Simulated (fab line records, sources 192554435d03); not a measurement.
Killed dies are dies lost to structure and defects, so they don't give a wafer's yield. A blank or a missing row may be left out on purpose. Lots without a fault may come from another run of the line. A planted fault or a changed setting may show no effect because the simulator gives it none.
Split-lot experiment | flow n5_finfet | 7 lots, 39 wafers read, on a route of 1938 steps

THE SPLIT
At N5_HKMG_FIN_ETCH_35 (etches SOC in N2/H2, target depth 215.8 nm, time 243.4 s), the setting bias_w was moved away from the recipe's 5 W on 18 of the 39 wafers read, by -18.9% to +15.2%. The other wafers ran this setting at the recipe's value.

The reading is taken at the split's own step.

THE READING
rf_vpp_V, in V, at N5_HKMG_FIN_ETCH_35 (etches SOC in N2/H2, target depth 215.8 nm, time 243.4 s). Fault-free wafers of this fab line usually give 141.6 V, standard deviation 1.1 V.

wafer  | tool, chamber at the split | bias_w as run, W | against the recipe | rf_vpp_V, V | against lot-mates on the recipe
L075.1 | rie_diel-02, 3             | 5                | recipe             | 140.2       | -
L075.2 | rie_diel-02, 1             | 5                | recipe             | 142.5       | -
L075.3 | rie_diel-02, 2             | 4.47             | -10.6%             | 133.2       | -9.3
L075.4 | rie_diel-02, 1             | 5                | recipe             | 144.7       | -
L075.5 | rie_diel-02, 3             | 4.47             | -10.6%             | 132.9       | -9.6
L075.6 | rie_diel-02, 2             | 4.47             | -10.6%             | 133.0       | -9.5
L077.2 | rie_diel-03, 1             | 5                | recipe             | 142.2       | -
L077.3 | rie_diel-03, 0             | 5                | recipe             | 142.8       | -
L077.5 | rie_diel-03, 2             | 5                | recipe             | 139.7       | -
L082.1 | rie_diel-03, 0             | 4.449            | -11.0%             | 131.5       | -10.8
L082.2 | rie_diel-03, 1             | 5                | recipe             | 141.0       | -
L082.3 | rie_diel-03, 2             | 5                | recipe             | 142.6       | -
L082.4 | rie_diel-03, 3             | 4.449            | -11.0%             | 129.9       | -12.4
L082.5 | rie_diel-03, 1             | 5                | recipe             | 143.3       | -
L082.6 | rie_diel-03, 0             | 4.449            | -11.0%             | 132.0       | -10.3
L085.1 | rie_diel-03, 1             | 4.053            | -18.9%             | 124.9       | -16.7
L085.2 | rie_diel-03, 3             | 4.053            | -18.9%             | 122.4       | -19.2
L085.3 | rie_diel-03, 2             | 5                | recipe             | 141.3       | -
L085.4 | rie_diel-03, 0             | 4.053            | -18.9%             | 123.4       | -18.2
L085.5 | rie_diel-03, 0             | 5                | recipe             | 141.2       | -
L085.6 | rie_diel-03, 1             | 5                | recipe             | 142.2       | -
L090.1 | rie_diel-02, 2             | 5.761            | +15.2%             | 156.2       | +14.6
L090.2 | rie_diel-02, 1             | 5                | recipe             | 140.2       | -
L090.3 | rie_diel-02, 3             | 5                | recipe             | 142.4       | -
L090.4 | rie_diel-02, 0             | 5.761            | +15.2%             | 153.9       | +12.3
L090.5 | rie_diel-02, 0             | 5.761            | +15.2%             | 155.1       | +13.5
L090.6 | rie_diel-02, 1             | 5                | recipe             | 142.3       | -
L093.1 | rie_diel-03, 0             | 5.305            | +6.1%              | 147.9       | +5.9
L093.2 | rie_diel-03, 1             | 5                | recipe             | 142.0       | -
L093.3 | rie_diel-03, 2             | 5.305            | +6.1%              | 147.8       | +5.8
L093.4 | rie_diel-03, 2             | 5                | recipe             | 142.5       | -
L093.5 | rie_diel-03, 1             | 5.305            | +6.1%              | 145.7       | +3.7
L093.6 | rie_diel-03, 0             | 5                | recipe             | 141.6       | -
L094.1 | rie_diel-02, 2             | 4.379            | -12.4%             | 131.8       | -10.0
L094.2 | rie_diel-02, 0             | 4.379            | -12.4%             | 128.9       | -12.9
L094.3 | rie_diel-02, 3             | 4.379            | -12.4%             | 128.3       | -13.5
L094.4 | rie_diel-02, 1             | 5                | recipe             | 141.7       | -
L094.5 | rie_diel-02, 2             | 5                | recipe             | 141.9       | -
L094.6 | rie_diel-02, 3             | 5                | recipe             | 141.7       | -

THE FIT
A straight line over all 39 wafers: rf_vpp_V changes by +0.924 V for each +1% of bias_w; r = +0.99; the points scatter about the line by 1.2 V.
The same after taking each lot's own level away (the mean of its wafers on the recipe; 39 wafers): +0.929 V for each +1%; r = +0.99; scatter 1.1 V.
On that fit, the largest move of bias_w shifts the reading by 18 V.
The lots' own levels span 141.57 to 142.47 V, that is 0.8 times the standard deviation above.
So the lot-to-lot level changes the slope little: the two slopes agree.
Check: with one of the wafers moved furthest among these (-18.9%) left out of the fit, the line predicts -18 V for it against its lot-mates. It came out at -16.7 V against them.
Tool readings at the split's step, against how far the setting was moved: rf_vpp_V r = +0.99.

OTHER SPLITS ON THESE WAFERS
These wafers also went through other splits before the reading. Each is held against what the fit with the lots' levels taken away leaves over:
other split on the same wafers  | wafers away from the commonest value | r with rf_vpp_V (lot level and that fit taken away)
N5_DUMMY_GATE_EXPOSE_12 dose_mj | 18                                   | +0.11
N5_SD_EPI_N_EXPOSE_06 dose_mj   | 15                                   | +0.00

THE FILE'S OWN FIT
rf_vpp_V changes by +0.936 V for each +1% of bias_w, r = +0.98.
